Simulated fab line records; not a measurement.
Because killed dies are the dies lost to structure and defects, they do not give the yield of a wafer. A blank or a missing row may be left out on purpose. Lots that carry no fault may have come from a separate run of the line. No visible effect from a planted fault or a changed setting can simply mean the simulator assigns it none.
Matching of chambers | flow nand_harc | NHARC_A_CHANNEL_FILL_D1_ALD_14 on ald_hk-01 has 4 sister chambers
The step deposits SiO2, target thk 2.5 nm, pulse time 10 s, ald cycles 25. 14 wafers are shown with their chamber, then 7 later ones without.

## EACH WAFER AND ITS CHAMBER
wafer  | chamber | heater_power_w (W) | precursor_pulse_height_rel
L075.1 | 1       | 410                | 1.031
L075.5 | 1       | 414                | 0.973
L075.6 | 2       | 496                | 1.002
L078.2 | 0       | 488                | 1.014
L078.4 | 3       | 423                | 1.009
L078.6 | 3       | 417                | 0.984
L079.1 | 3       | 411                | 0.999
L079.2 | 0       | 491                | 1.015
L079.6 | 0       | 492                | 0.993
L081.4 | 3       | 415                | 0.975
L081.5 | 3       | 417                | 0.989
L081.6 | 0       | 482                | 1.057
L090.1 | 1       | 413                | 1.005
L090.2 | 3       | 437                | 1.012

SIGNATURES, as means of the wafers listed above
reading                    | chamber 0 | chamber 1 | chamber 2 | chamber 3 | scatter within a chamber
heater_power_w             | 488.25    | 412.33    | 496.00    | 420.00    | 7.01
precursor_pulse_height_rel | 1.01975   | 1.00300   | 1.00200   | 0.99467   | 0.0221
Rule: a wafer's distance from a chamber is the root of the sum, over the readings, of the square of ((its reading less the chamber's mean) divided by the reading's scatter). The wafer belongs to the nearest chamber; if the next one is less than 2 further off, it can't be placed. How the scatter is found: for the shown wafers, subtract from each reading the mean of its chamber, square and add these, divide the total by (wafers less chambers), then take the root.

## WAFERS MISSING THEIR CHAMBER
wafer  | heater_power_w (W) | precursor_pulse_height_rel
L090.5 | 426                | 0.980
L094.3 | 474                | 0.946
L094.4 | 429                | 1.005
L094.5 | 479                | 1.012
L096.1 | 434                | 0.986
L096.2 | 428                | 1.025
L096.4 | 472                | 1.003

## WHICH CHAMBER EACH WENT THROUGH
wafer  | from the rows above     | in truth
L090.5 | can't be placed: 3 or 1 | 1
L094.3 | can't be placed: 0 or 2 | 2
L094.4 | can't be placed: 3 or 1 | 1
L094.5 | can't be placed: 0 or 2 | 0
L096.1 | can't be placed: 3 or 1 | 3
L096.2 | can't be placed: 3 or 1 | 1
L096.4 | can't be placed: 0 or 2 | 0
Placed correctly: 0 of 7. From these rows, 7 cannot be placed; in 7 the true chamber is one of the candidates. Placed wrongly: 0.
